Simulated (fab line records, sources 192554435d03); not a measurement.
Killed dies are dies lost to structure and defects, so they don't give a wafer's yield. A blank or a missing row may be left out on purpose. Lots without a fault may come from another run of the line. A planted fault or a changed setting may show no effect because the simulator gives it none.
Split-lot experiment | flow n5_finfet | 7 lots, 39 wafers read, on a route of 1938 steps

THE SPLIT
At N5_BEOL_M13_DEP_53 (deposits SiCN from 3MS/NH3, target thk 50 nm, time 17.8 s), the setting target_thk_a was moved away from the recipe's 500 angstrom on 9 of the 39 wafers read, by -55.1% to +48.4%. The other wafers ran this setting at the recipe's value.

The reading is taken at the split's own step.

THE READING
SiCN_of_BEOL_M13_DEP_53.thk_nm (the simulator's own value, which no gauge read), in nm, at N5_BEOL_M13_DEP_53 (deposits SiCN from 3MS/NH3, target thk 50 nm, time 17.8 s). The file gives no usual value for it. The 30 wafers here that ran the recipe average 49.9 nm, standard deviation 0.57 nm.

wafer  | tool, chamber at the split | target_thk_a as run, angstrom | against the recipe | SiCN_of_BEOL_M13_DEP_53.thk_nm, nm | against lot-mates on the recipe
L075.1 | pecvd-02, 2,1              | 500                           | recipe             | 49.2                               | -
L075.5 | pecvd-02, 2,1              | 500                           | recipe             | 49.2                               | -
L075.2 | pecvd-02, 1                | 500                           | recipe             | 49.4                               | -
L075.3 | pecvd-02, 1                | 500                           | recipe             | 50                                 | -
L075.4 | pecvd-02, 2                | 500                           | recipe             | 50.2                               | -
L075.6 | pecvd-02, 2                | 500                           | recipe             | 49.8                               | -
L076.1 | pecvd-01, 0,1              | 500                           | recipe             | 49.4                               | -
L076.3 | pecvd-01, 0,1              | 500                           | recipe             | 49.4                               | -
L076.2 | pecvd-01, 2                | 500                           | recipe             | 49                                 | -
L076.4 | pecvd-01, 1                | 500                           | recipe             | 50.6                               | -
L076.5 | pecvd-01, 0                | 500                           | recipe             | 49.6                               | -
L076.6 | pecvd-01, 2                | 500                           | recipe             | 50.8                               | -
L077.1 | pecvd-03, 1,0              | 500                           | recipe             | 49.6                               | -
L077.3 | pecvd-03, 1,0              | 500                           | recipe             | 49.6                               | -
L077.2 | pecvd-03, 2                | 500                           | recipe             | 49.8                               | -
L077.4 | pecvd-03, 2                | 500                           | recipe             | 50.6                               | -
L077.5 | pecvd-03, 0,1              | 500                           | recipe             | 50.4                               | -
L077.6 | pecvd-03, 0,1              | 500                           | recipe             | 50.4                               | -
L078.1 | pecvd-01, 2                | 500                           | recipe             | 50                                 | -
L078.2 | pecvd-01, 1                | 500                           | recipe             | 50.6                               | -
L078.3 | pecvd-01, 0                | 606.1                         | +21.2%             | 60.6                               | +10.1
L078.4 | pecvd-01, 0                | 606.1                         | +21.2%             | 61.4                               | +10.9
L078.5 | pecvd-01, 2                | 606.1                         | +21.2%             | 61.2                               | +10.7
L078.6 | pecvd-01, 1                | 500                           | recipe             | 50.8                               | -
L080.1 | pecvd-01, 2                | 500                           | recipe             | 49.6                               | -
L080.2 | pecvd-01, 1                | 224.3                         | -55.1%             | 21.8                               | -28.0
L080.3 | pecvd-01, 0                | 224.3                         | -55.1%             | 21.4                               | -28.4
L080.4 | pecvd-01, 0                | 500                           | recipe             | 50                                 | -
L080.5 | pecvd-01, 2                | 224.3                         | -55.1%             | 22.2                               | -27.6
L080.6 | pecvd-01, 1                | 500                           | recipe             | 49.8                               | -
L088.2 | pecvd-03, 2                | 500                           | recipe             | 49.4                               | -
L088.3 | pecvd-03, 0                | 500                           | recipe             | 49                                 | -
L088.5 | pecvd-03, 0                | 500                           | recipe             | 48.8                               | -
L089.1 | pecvd-02, 0                | 500                           | recipe             | 50                                 | -
L089.2 | pecvd-02, 1                | 741.9                         | +48.4%             | 73.6                               | +23.2
L089.3 | pecvd-02, 2                | 500                           | recipe             | 50.6                               | -
L089.4 | pecvd-02, 2                | 500                           | recipe             | 50.6                               | -
L089.5 | pecvd-02, 0                | 741.9                         | +48.4%             | 74.8                               | +24.4
L089.6 | pecvd-02, 1                | 741.9                         | +48.4%             | 75                                 | +24.6
Where a row lists several chambers, the file gives one row for several wafers and doesn't say which wafer went through which chamber.

THE FIT
A straight line over all 39 wafers: SiCN_of_BEOL_M13_DEP_53.thk_nm changes by +0.51 nm for each +1% of target_thk_a; r = +1.00; the points scatter about the line by 0.57 nm.
The same after taking each lot's own level away (the mean of its wafers on the recipe; 39 wafers): +0.503 nm for each +1%; r = +1.00; scatter 0.45 nm.
On that fit, the largest move of target_thk_a shifts the reading by 28 nm.
The lots' own levels span 49.07 to 50.47 nm, that is 2.4 times the standard deviation above.
So the lot-to-lot level changes the slope little: the two slopes agree.
Check: with one of the wafers moved furthest among these (-55.1%) left out of the fit, the line predicts -27.7 nm for it against its lot-mates. It came out at -28 nm against them.

OTHER SPLITS ON THESE WAFERS
These wafers also went through other splits before the reading. Each is held against what the fit with the lots' levels taken away leaves over:
other split on the same wafers            | wafers away from the commonest value | r with SiCN_of_BEOL_M13_DEP_53.thk_nm (lot level and that fit taken away)
N5_BEOL_M11_TRENCH_ETCH_37 target_depth_a | 18                                   | -0.01

THE FILE'S OWN FIT
SiCN_of_BEOL_M13_DEP_53.thk_nm changes by +0.503 nm for each +1% of target_thk_a, r = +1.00.
